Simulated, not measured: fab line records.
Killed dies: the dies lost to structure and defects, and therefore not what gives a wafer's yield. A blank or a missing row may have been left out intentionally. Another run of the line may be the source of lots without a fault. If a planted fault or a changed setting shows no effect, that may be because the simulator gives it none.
fab line records    flow nand-harc    part 1 of 2: steps 1 to 4 of 6
[record] lots = 22  wafers = 66  last-day = 24
route steps=1159 shown A_STAIRCASE@614
lots that met no fault: from a run of the same line without faults
start-h: the number of hours between the record's first day and the start of the first shown wafer of the lot    wait-h: hours since the lot's step before    " same as the row above    L1.1+2: a single row standing in for several wafers    - no value, or no start was given    * or withheld: withheld    < > ~ a bound
route shown NAME@n: names a module that has steps shown in the file, with the first one's number in the route    usual: average and standard deviation across the fault-free wafers    same: alike in all rows    chamber/n: place in a boat    sites: per-site readings    _std_site: how widely they spread, as a standard deviation    _edge_site: mean of outer sites minus mean of inner sites    radius-mm: for every site, how far away it sits from the centre of the wafer    mask NAME#n: copy n    behind: the most recent tool/chamber to have shaped the wafer    hold: why the lot was held/for how many hours/how that ended    device: the n, p or np transistor that did not switch    end of line: the tests these same wafers got at the end of their route    step lacking rows: just its recipe    killed: dies that structure and defects cost at the first sort, which is not the same as the wafer's yield    map: dies across one wafer; x = killed, . = not, _ = none there
set.NAME: setting as actually run; set.NAME@STEP: the setting as run at that earlier step    model.NAME: the simulator's own value behind a step, which no gauge read
a sample of lots followed through the steps of the route, with each step as a table and each wafer as a row
services: when a tool's chamber went out of use (start-h, in hours from the record's first day, below 0 if earlier), for how many hours, and the reason
[[steps]]
[step NHARC_A_STAIRCASE_TRIM_220]
[recipe] time-s = 211.2  o2-flow-sccm = 500  ar-flow-sccm = 0  bias-w = 0  chemistry = O2
[usual] drypump-motor-current-A = 5.9/0.31  mfc-ar-sccm = 0.010/0.012  oes-product-au = 0.998/0.0075  rf-vpp-V = 58.0/0.89  showerhead-plenum-p-Torr = 3.58/0.13  throttle-valve-pct = 17.036/0.0083
[same] bias-w = 0
lot.wafer  tool         chamber  start-h  wait-h  drypump-motor-current-A  mfc-ar-sccm  oes-product-au  rf-hours-counter-h  rf-vpp-V  showerhead-plenum-p-Torr  throttle-valve-pct
L074.1     rie-diel-05  3        236.29   0.1     6.3                      0.017        1.001           24                  59.9      3.57                      17.028
L074.6     "            0        "        "       6.1                      0.037        1.004           -                   59.4      3.75                      17.016
L074.5     "            1        "        "       5.9                      0            1.010           -                   59.6      3.71                      17.024
L075.4     rie-diel-08  3        253.31   0.1     5.7                      0            1.001           43                  58.5      3.45                      17.040
L075.2     "            0        "        "       6.0                      0.009        1.003           43                  58.9      3.68                      17.031
L075.1     "            1        "        "       5.2                      0            0.990           45                  57.8      3.62                      17.044
L077.1     rie-diel-08  2        258.04   0.1     5.6                      0.024        0.986           37                  57.5      3.38                      17.037
L077.6     "            0        "        "       6.0                      0.009        1.011           -                   57.8      3.68                      17.032
L077.5     "            1        "        "       5.2                      0            0.983           -                   57.7      3.62                      17.034
L078.1     rie-diel-08  1        264.76   0.1     5.2                      0            0.990           48                  57.3      3.62                      17.034
L078.2     "            3        "        "       5.7                      0            1.001           46                  57.6      3.44                      17.039
L078.6     "            2        "        "       5.6                      0.024        0.993           -                   57.8      3.38                      17.028
L076.2     rie-diel-13  1        268.16   0.1     6.3                      0            0.994           68                  58.5      3.45                      17.031
L076.4     "            2        "        "       5.8                      0.014        1.003           65                  58.6      3.56                      17.022
L076.6     "            3        "        "       6.3                      0.005        1.000           -                   57.8      3.66                      17.025
L079.1     rie-diel-13  3        268.51   0.2     6.4                      0.005        1.007           29                  58.5      3.66                      17.039
L079.3     "            0        "        "       5.9                      0            1.007           68                  57.0      3.28                      17.042
L079.2     "            2        "        "       5.8                      0.014        1.005           65                  57.7      3.56                      17.035
L080.2     rie-diel-05  1        292.60   0.2     5.9                      0            0.998           39                  58.9      3.71                      17.033
L080.5     "            1        "        "       5.9                      0            0.995           -                   57.1      3.71                      17.033
L080.6     "            2        "        "       5.6                      0            1.000           -                   57.4      3.54                      17.049
L082.1     rie-diel-08  2        293.03   0.2     5.6                      0.024        0.995           49                  57.6      3.37                      17.030
L082.3     "            0        "        "       6.0                      0.009        1.010           58                  59.1      3.67                      17.042
L082.6     "            3        "        "       5.6                      0            1.015           -                   57.0      3.44                      17.043
L081.1     rie-diel-13  3        293.41   0.1     6.4                      0.005        1.005           2                   58.0      3.65                      17.033
L081.6     "            1        "        "       6.2                      0            1.007           -                   57.5      3.44                      17.050
L081.5     "            2        "        "       5.8                      0.014        1.010           -                   58.1      3.56                      17.035
L083.4     rie-diel-13  3        299.34   0.1     6.3                      0.005        1.010           6                   58.8      3.65                      17.032
L083.6     "            2        "        "       5.8                      0.014        1.007           -                   57.2      3.56                      17.029
L083.5     "            3        "        "       6.3                      0.005        1.000           -                   57.5      3.65                      17.046
L084.1     rie-diel-05  0        309.28   0.3     6.1                      0.037        1.007           47                  57.7      3.74                      17.027
L084.4     "            1        "        "       5.9                      0            0.996           45                  58.4      3.70                      17.036
L084.6     "            0        "        "       6.1                      0.037        0.997           -                   58.6      3.74                      17.035
L086.2     rie-diel-05  3        317.69   0.1     6.3                      0.017        0.994           53                  58.3      3.56                      17.043
L086.5     "            2        "        "       5.6                      0            0.994           -                   57.5      3.54                      17.032
L086.6     "            3        "        "       6.3                      0.017        0.992           -                   58.2      3.56                      17.035
L085.2     rie-diel-08  0        318.76   0.1     6.0                      0.009        1.005           3                   58.1      3.67                      17.050
L085.4     "            1        "        "       5.2                      0            0.994           3                   58.5      3.61                      17.030
L085.6     "            2        "        "       5.6                      0.024        0.993           -                   56.2      3.37                      17.050
L087.1     rie-diel-13  3        335.62   0.1     6.3                      0.005        0.999           20                  59.0      3.64                      17.041
L087.4     "            2        "        "       5.8                      0.014        0.990           17                  58.7      3.55                      17.051
L087.6     "            0        "        "       5.9                      0            0.998           -                   59.3      3.80                      17.014
L090.1     rie-diel-08  0        341.58   0.1     6.0                      0.009        1.000           10                  57.7      3.66                      17.036
L090.6     "            2        "        "       5.6                      0.024        0.997           -                   57.7      3.36                      17.038
L090.5     "            3        "        "       5.7                      0            0.996           -                   56.8      3.43                      17.051
L091.1     rie-diel-08  3        341.90   0.1     5.7                      0            1.004           10                  57.5      3.43                      17.036
L091.3     "            0        "        "       6.0                      0.009        0.997           11                  59.1      3.66                      17.040
L091.6     "            2        "        "       5.6                      0.024        0.996           -                   58.2      3.36                      17.034
L095.1     rie-diel-05  0        358.39   0.1     6.1                      0.037        0.991           4                   58.2      3.73                      17.030
L095.5     "            1        "        "       5.9                      0            0.994           -                   57.2      3.69                      17.033
L095.6     "            2        "        "       5.6                      0            1.012           -                   56.9      3.53                      17.026
L093.4     rie-diel-13  1        360.02   0.1     6.2                      0            0.995           31                  58.7      3.43                      17.051
L093.2     "            2        "        "       5.8                      0.014        1.008           27                  58.3      3.55                      17.029
L093.1     "            3        "        "       6.4                      0.005        1.002           30                  58.5      3.64                      17.030
L094.3     rie-diel-05  2        362.41   0.1     5.6                      0            0.999           5                   58.0      3.53                      17.037
L094.2     "            3        "        "       6.3                      0.017        0.971           6                   57.5      3.55                      17.050
L094.6     "            2        "        "       5.6                      0            1.002           -                   58.2      3.53                      17.027
L092.1     rie-diel-13  0        362.78   0.1     5.9                      0            0.990           32                  60.1      3.79                      17.033
L092.5     "            2        "        "       5.8                      0.014        1.008           -                   58.4      3.55                      17.044
L092.6     "            3        "        "       6.4                      0.005        1.008           -                   58.2      3.64                      17.045
L096.3     rie-diel-05  3        374.11   0.1     6.2                      0.017        0.986           9                   57.6      3.55                      17.037
L096.6     "            3        "        "       6.2                      0.017        0.984           -                   58.5      3.55                      17.041
L096.4     "            1        "        "       5.9                      0            0.995           -                   58.7      3.69                      17.030
L097.3     rie-diel-05  0        375.39   0.9     6.1                      0.037        0.987           10                  57.8      3.73                      17.037
L097.6     "            0        "        "       6.1                      0.037        0.993           -                   57.7      3.73                      17.032
L097.5     "            3        "        "       6.3                      0.017        0.992           -                   57.0      3.55                      17.034
[step NHARC_A_STAIRCASE_ETCH_230]
[recipe] target-depth-a = 1000  time-s = 40.5  ion-energy-ev = 400  c4f8-flow-sccm = 20  o2-flow-sccm = 10  ar-flow-sccm = withheld  rf-w = 600  bias-w = 1000  chemistry = C4F8/O2
[usual] bias-w = 999.8/3  oes-product-au = 0.942/0.015  rf-vpp-V = 896/4.8
lot.wafer  tool         chamber  start-h  wait-h  bias-w  oes-product-au  rf-hours-counter-h  rf-vpp-V
L074.1     rie-diel-05  0        -        -       1001.3  0.945           24                  904
L074.6     "            3        "        "       998.5   0.940           -                   898
L074.5     "            0        "        "       1001.1  0.947           -                   903
L075.1     rie-diel-08  3        -        -       1000.1  0.937           43                  891
L075.4     "            0        "        "       997.9   0.959           44                  901
L075.2     "            1        "        "       999.4   0.958           45                  901
L077.1     rie-diel-08  0        -        -       1003.8  0.937           45                  904
L077.5     "            0        "        "       1007.6  0.935           -                   901
L077.6     "            1        "        "       999.2   0.933           -                   900
L078.1     rie-diel-08  2        -        -       1000.8  0.937           39                  890
L078.2     "            3        "        "       999.0   0.940           46                  892
L078.6     "            3        "        "       1000.0  0.943           -                   893
L076.4     rie-diel-13  3        -        -       995.1   0.952           30                  900
L076.2     "            0        "        "       998.6   0.935           69                  888
L076.6     "            0        "        "       996.1   0.943           -                   888
L079.2     rie-diel-08  2        -        -       1004.5  0.969           41                  890
L079.3     "            3        "        "       999.2   0.972           48                  891
L079.1     "            0        "        "       995.0   0.964           50                  901
L080.2     rie-diel-05  0        -        -       995.0   0.948           42                  904
L080.6     "            3        "        "       994.9   0.944           -                   896
L080.5     "            0        "        "       996.1   0.953           -                   905
L082.3     rie-diel-08  2        -        -       997.4   0.934           50                  891
L082.1     "            3        "        "       1003.4  0.952           56                  893
L082.6     "            2        "        "       998.4   0.935           -                   890
L081.1     rie-diel-13  0        -        -       1001.6  0.947           4                   906
L081.5     "            1        "        "       1001.4  0.934           -                   892
L081.6     "            2        "        "       1006.3  0.943           -                   897
L083.4     rie-diel-05  1        -        -       996.0   0.959           42                  902
L083.5     "            0        "        "       1001.5  0.962           -                   904
L083.6     "            1        "        "       994.4   0.962           -                   903
L084.1     rie-diel-05  2        -        -       999.6   0.954           52                  896
L084.4     "            3        "        "       998.9   0.936           52                  897
L084.6     "            1        "        "       1001.8  0.935           -                   902
L086.2     rie-diel-05  1        -        -       1002.1  0.940           50                  904
L086.5     "            1        "        "       1003.8  0.940           -                   901
L086.6     "            2        "        "       1000.1  0.950           -                   896
L085.4     rie-diel-08  1        -        -       996.3   0.930           3                   900
L085.2     "            3        "        "       1004.0  0.944           3                   894
L085.6     "            1        "        "       998.6   0.929           -                   897
L087.4     rie-diel-08  1        -        -       1002.2  0.918           9                   898
L087.1     "            2        "        "       996.7   0.919           10                  889
L087.6     "            0        "        "       997.7   0.927           -                   901
L090.1     rie-diel-13  1        -        -       997.7   0.958           23                  893
L090.5     "            1        "        "       994.8   0.968           -                   894
L090.6     "            2        "        "       1002.1  0.937           -                   897
L091.3     rie-diel-08  3        -        -       998.2   0.941           11                  892
L091.1     "            0        "        "       1002.0  0.950           11                  902
L091.6     "            2        "        "       999.5   0.947           -                   890
L095.1     rie-diel-08  3        -        -       1000.2  0.939           19                  892
L095.6     "            3        "        "       1001.8  0.927           -                   891
L095.5     "            0        "        "       996.3   0.940           -                   900
L093.2     rie-diel-08  2        -        -       997.7   0.911           20                  889
L093.1     "            3        "        "       995.2   0.928           20                  891
L093.4     "            0        "        "       999.9   0.924           21                  900
L094.2     rie-diel-08  0        -        -       999.3   0.937           22                  900
L094.3     "            1        "        "       996.9   0.926           21                  898
L094.6     "            3        "        "       997.4   0.953           -                   892
L092.1     rie-diel-05  3        -        -       1006.0  0.946           6                   895
L092.6     "            1        "        "       1003.9  0.942           -                   901
L092.5     "            2        "        "       1002.1  0.940           -                   896
L096.4     rie-diel-08  2        -        -       1002.1  0.932           25                  890
L096.3     "            0        "        "       1000.6  0.950           26                  900
L096.6     "            2        "        "       1003.6  0.930           -                   889
L097.3     rie-diel-13  0        -        -       1002.6  0.968           39                  906
L097.6     "            1        "        "       1003.7  0.962           -                   892
L097.5     "            2        "        "       1001.8  0.968           -                   897
[step NHARC_A_STAIRCASE_STRIP_254]
[recipe] power-w = 1500  temp-c = 250  chemistry = O2
[usual] drypump-motor-current-A = 5.8/0.5  heater-power-w = 332/29
lot.wafer  tool             chamber  start-h  wait-h  drypump-motor-current-A  heater-power-w  rf-hours-counter-h
L074.1     plasma-asher-01  1        240.15   -       6.1                      347             49
L074.5     "                1        "        "       6.1                      353             -
L074.6     "                0        "        "       5.3                      308             -
L075.2     plasma-asher-02  0        257.00   -       5.2                      311             22
L075.1     "                1        "        "       6.4                      353             22
L075.4     "                1        "        "       6.4                      345             -
L077.1     plasma-asher-02  0        262.26   -       5.2                      314             23
L077.6     "                1        "        "       6.4                      348             -
L077.5     "                0        "        "       5.2                      304             -
L078.2     plasma-asher-02  1        268.56   -       6.4                      356             26
L078.1     "                0        "        "       5.2                      301             26
L078.6     "                0        "        "       5.2                      304             -
L076.2     plasma-asher-02  0        272.76   -       5.2                      303             27
L076.4     "                0        "        "       5.2                      310             -
L076.6     "                0        "        "       5.2                      310             -
L079.2     plasma-asher-02  1        273.18   -       6.4                      356             27
L079.1     "                0        "        "       5.2                      310             27
L079.3     "                1        "        "       6.4                      354             -
L080.2     plasma-asher-01  0        296.50   -       5.4                      302             4
L080.5     "                0        "        "       5.3                      299             -
L080.6     "                1        "        "       6.1                      371             -
L082.1     plasma-asher-01  1        297.23   -       6.1                      372             4
L082.3     "                1        "        "       6.1                      367             -
L082.6     "                1        "        "       6.1                      374             -
L081.1     plasma-asher-02  0        298.02   -       5.2                      309             37
L081.6     "                0        "        "       5.2                      308             -
L081.5     "                1        "        "       6.4                      343             -
L083.4     plasma-asher-02  0        303.39   -       5.2                      308             -
L083.6     "                0        "        "       5.2                      300             -
L083.5     "                1        "        "       6.4                      342             -
L084.1     plasma-asher-01  0        315.25   -       5.4                      303             10
L084.4     "                0        "        "       5.3                      311             -
L084.6     "                0        "        "       5.3                      299             -
L086.2     plasma-asher-02  0        322.11   -       5.2                      309             43
L086.6     "                0        "        "       5.2                      311             -
L086.5     "                1        "        "       6.4                      345             -
L085.2     plasma-asher-02  1        324.18   -       6.4                      352             44
L085.4     "                0        "        "       5.2                      313             -
L085.6     "                0        "        "       5.2                      313             -
L087.1     plasma-asher-01  0        339.83   -       5.3                      305             18
L087.4     "                0        "        "       5.4                      306             -
L087.6     "                0        "        "       5.4                      303             -
L090.1     plasma-asher-01  1        345.56   -       6.1                      367             20
L090.5     "                0        "        "       5.4                      316             -
L090.6     "                1        "        "       6.1                      382             -
L091.1     plasma-asher-02  1        345.96   -       6.4                      332             52
L091.3     "                0        "        "       5.2                      302             -
L091.6     "                1        "        "       6.4                      352             -
L095.1     plasma-asher-01  0        363.23   -       5.4                      300             27
L095.5     "                1        "        "       6.1                      366             -
L095.6     "                0        "        "       5.3                      299             -
L093.1     plasma-asher-01  1        364.25   -       6.1                      379             28
L093.2     "                0        "        "       5.4                      301             28
L093.4     "                1        "        "       6.1                      387             -
L094.2     plasma-asher-01  1        367.86   -       6.1                      370             31
L094.3     "                1        "        "       6.2                      376             -
L094.6     "                0        "        "       5.3                      300             -
L092.1     plasma-asher-01  0        368.14   -       5.4                      307             32
L092.6     "                1        "        "       6.1                      373             -
L092.5     "                0        "        "       5.4                      293             -
L096.4     plasma-asher-01  0        379.82   -       5.4                      309             -
L096.3     "                1        "        "       6.1                      384             -
L096.6     "                1        "        "       6.2                      376             -
L097.3     plasma-asher-02  1        379.97   -       6.4                      350             -
L097.5     "                1        "        "       6.4                      350             -
L097.6     "                0        "        "       5.2                      302             -
[step NHARC_A_STAIRCASE_HM_DEP_462]
[recipe] target-thk-a = 8000  temp-c = 400  material = aC
[usual] throttle-valve-pct = 35.000/0.0093
lot.wafer  tool        chamber  start-h  wait-h  throttle-valve-pct
L074.1     acl-dep-03  0        248.47   0.1     35.013
L074.5     "           0        249.69   1.3     35.009
L074.6     "           0        "        "       34.997
L075.1     acl-dep-03  0        264.26   1.5     35.019
L075.2     "           0        "        "       34.989
L075.4     "           0        "        "       35.005
L077.1     acl-dep-02  0        271.52   0.1     34.999
L077.5     "           0        272.75   1.3     34.997
L077.6     "           0        "        "       35.005
L078.1     acl-dep-01  0        275.43   1.1     34.982
L078.2     "           0        "        "       35.006
L078.6     "           0        276.97   2.6     35.008
L076.2     acl-dep-03  0        279.01   0.4     34.983
L076.4     "           0        "        "       35.006
L076.6     "           0        "        "       35.011
L079.1     acl-dep-02  0        281.60   1.9     34.989
L079.2     "           0        "        "       35.010
L079.3     "           0        "        "       35.000
L080.2     acl-dep-02  0        304.99   2.8     34.995
L080.5     "           0        "        "       34.998
L080.6     "           0        "        "       35.007
L082.1     acl-dep-01  0        306.03   2.9     34.998
L082.3     "           0        "        "       34.982
L082.6     "           0        "        "       34.999
L081.1     acl-dep-01  0        307.85   2.8     35.009
L081.5     "           0        309.07   4.0     34.990
L081.6     "           0        "        "       35.003
L083.4     acl-dep-03  0        314.88   1.0     35.014
L083.5     "           0        "        "       35.007
L083.6     "           0        "        "       35.015
L084.1     acl-dep-02  0        324.78   1.4     34.994
L084.4     "           0        "        "       34.992
L084.6     "           0        "        "       34.995
L086.2     acl-dep-02  0        328.77   0.4     35.000
L086.5     "           0        "        "       35.006
L086.6     "           0        "        "       35.004
L085.2     acl-dep-01  0        332.10   0.4     34.995
L085.4     "           0        "        "       34.994
L085.6     "           0        "        "       34.992
L087.1     acl-dep-03  0        347.20   1.2     35.007
L087.4     "           0        "        "       34.997
L087.6     "           0        "        "       35.011
L090.1     acl-dep-03  0        356.12   2.6     34.990
L090.5     "           0        357.33   3.8     34.992
L090.6     "           0        "        "       34.983
L091.1     acl-dep-01  0        356.28   1.7     35.003
L091.3     "           0        "        "       35.003
L091.6     "           0        "        "       34.986
L095.1     acl-dep-01  0        370.83   1.6     34.991
L095.5     "           0        372.04   2.8     34.993
L095.6     "           0        "        "       35.004
L093.1     acl-dep-03  0        373.32   2.1     35.005
L093.2     "           0        "        "       35.006
L093.4     "           0        "        "       35.023
L094.2     acl-dep-02  0        375.43   1.8     34.986
L094.3     "           0        "        "       34.999
L094.6     "           0        "        "       35.005
L092.1     acl-dep-03  0        378.63   1.7     35.020
L092.5     "           0        379.86   2.9     34.994
L092.6     "           0        "        "       35.008
L096.3     acl-dep-01  0        387.61   0.7     35.018
L096.4     "           0        "        "       35.004
L096.6     "           0        "        "       35.003
L097.3     acl-dep-03  0        388.99   1.8     35.007
L097.5     "           0        "        "       34.981
L097.6     "           0        "        "       34.998
